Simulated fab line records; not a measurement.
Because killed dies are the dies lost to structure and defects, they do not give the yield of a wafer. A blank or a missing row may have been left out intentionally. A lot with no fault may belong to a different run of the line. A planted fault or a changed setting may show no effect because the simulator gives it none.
Chamber matching :: flow n5-finfet :: N5_BEOL_M10_DESCUM_33 on rie-diel-05 has 4 sister chambers
The step chemistry O2, time 7.9 s. 16 wafers are shown with their chamber, then 8 later ones without.

== EACH WAFER AND ITS CHAMBER ==
wafer: L076.1
chamber: 2
showerhead-plenum-p-Torr (Torr): 2.06
throttle-valve-pct (%): 20.69
rf-vpp-V (V): 242.1

wafer: L076.2
chamber: 3
showerhead-plenum-p-Torr (Torr): 2.07
throttle-valve-pct (%): 20.08
rf-vpp-V (V): 242.6

wafer: L076.3
chamber: 1
showerhead-plenum-p-Torr (Torr): 2.04
throttle-valve-pct (%): 20.74
rf-vpp-V (V): 243.3

wafer: L076.4
chamber: 0
showerhead-plenum-p-Torr (Torr): 2.13
throttle-valve-pct (%): 20.18
rf-vpp-V (V): 245.3

wafer: L076.5
chamber: 2
showerhead-plenum-p-Torr (Torr): 2.06
throttle-valve-pct (%): 20.70
rf-vpp-V (V): 243.0

wafer: L076.6
chamber: 1
showerhead-plenum-p-Torr (Torr): 2.04
throttle-valve-pct (%): 20.73
rf-vpp-V (V): 242.0

wafer: L078.1
chamber: 0
showerhead-plenum-p-Torr (Torr): 2.13
throttle-valve-pct (%): 20.17
rf-vpp-V (V): 244.5

wafer: L078.3
chamber: 3
showerhead-plenum-p-Torr (Torr): 2.07
throttle-valve-pct (%): 20.06
rf-vpp-V (V): 241.7

wafer: L078.5
chamber: 0
showerhead-plenum-p-Torr (Torr): 2.13
throttle-valve-pct (%): 20.18
rf-vpp-V (V): 243.9

wafer: L086.1
chamber: 2
showerhead-plenum-p-Torr (Torr): 2.06
throttle-valve-pct (%): 20.46
rf-vpp-V (V): 243.4

wafer: L086.3
chamber: 1
showerhead-plenum-p-Torr (Torr): 2.03
throttle-valve-pct (%): 20.76
rf-vpp-V (V): 240.0

wafer: L086.4
chamber: 0
showerhead-plenum-p-Torr (Torr): 2.12
throttle-valve-pct (%): 20.23
rf-vpp-V (V): 245.4

wafer: L087.1
chamber: 2
showerhead-plenum-p-Torr (Torr): 2.06
throttle-valve-pct (%): 20.44
rf-vpp-V (V): 241.1

wafer: L087.2
chamber: 0
showerhead-plenum-p-Torr (Torr): 2.12
throttle-valve-pct (%): 20.20
rf-vpp-V (V): 243.2

wafer: L087.5
chamber: 3
showerhead-plenum-p-Torr (Torr): 2.06
throttle-valve-pct (%): 20.09
rf-vpp-V (V): 242.2

wafer: L084.2
chamber: 3
showerhead-plenum-p-Torr (Torr): 2.06
throttle-valve-pct (%): 20.09
rf-vpp-V (V): 242.7

SIGNATURES, as means of the wafers listed above
reading: showerhead-plenum-p-Torr
chamber 0: 2.1260
chamber 1: 2.0367
chamber 2: 2.0600
chamber 3: 2.0650
scatter within a chamber: 0.00489

reading: throttle-valve-pct
chamber 0: 20.1920
chamber 1: 20.7433
chamber 2: 20.5725
chamber 3: 20.0800
scatter within a chamber: 0.0728

reading: rf-vpp-V
chamber 0: 244.460
chamber 1: 241.767
chamber 2: 242.400
chamber 3: 242.300
scatter within a chamber: 1.03
Rule: for a wafer and a chamber, the distance is found by dividing, reading by reading, the gap between the wafer's reading and the chamber's mean by the reading's scatter, squaring, summing and taking the root. The wafer belongs to the nearest chamber; if the next one is less than 2 further off, it can't be placed. The scatter: the root of (the sum of the squares of (reading less its chamber's mean) over the shown wafers, divided by (wafers less chambers)).

== WAFERS WHOSE CHAMBER IS MISSING ==
wafer: L084.4
showerhead-plenum-p-Torr (Torr): 2.12
throttle-valve-pct (%): 20.22
rf-vpp-V (V): 244.0

wafer: L084.5
showerhead-plenum-p-Torr (Torr): 2.03
throttle-valve-pct (%): 20.76
rf-vpp-V (V): 242.2

wafer: L094.3
showerhead-plenum-p-Torr (Torr): 2.05
throttle-valve-pct (%): 20.48
rf-vpp-V (V): 243.2

wafer: L094.4
showerhead-plenum-p-Torr (Torr): 2.03
throttle-valve-pct (%): 20.77
rf-vpp-V (V): 241.1

wafer: L094.5
showerhead-plenum-p-Torr (Torr): 2.12
throttle-valve-pct (%): 20.23
rf-vpp-V (V): 245.1

wafer: L095.1
showerhead-plenum-p-Torr (Torr): 2.12
throttle-valve-pct (%): 20.23
rf-vpp-V (V): 244.0

wafer: L095.4
showerhead-plenum-p-Torr (Torr): 2.06
throttle-valve-pct (%): 20.11
rf-vpp-V (V): 241.9

wafer: L095.6
showerhead-plenum-p-Torr (Torr): 2.03
throttle-valve-pct (%): 20.77
rf-vpp-V (V): 241.4

== CHAMBER TAKEN BY EACH ==
wafer: L084.4
from the rows above: 0
in truth: 0

wafer: L084.5
from the rows above: 1
in truth: 1

wafer: L094.3
from the rows above: 2
in truth: 2

wafer: L094.4
from the rows above: 1
in truth: 1

wafer: L094.5
from the rows above: 0
in truth: 0

wafer: L095.1
from the rows above: 0
in truth: 0

wafer: L095.4
from the rows above: 3
in truth: 3

wafer: L095.6
from the rows above: 1
in truth: 1
Placed correctly: 8 of 8. Not placeable from these rows: 0. Number placed wrongly: 0.
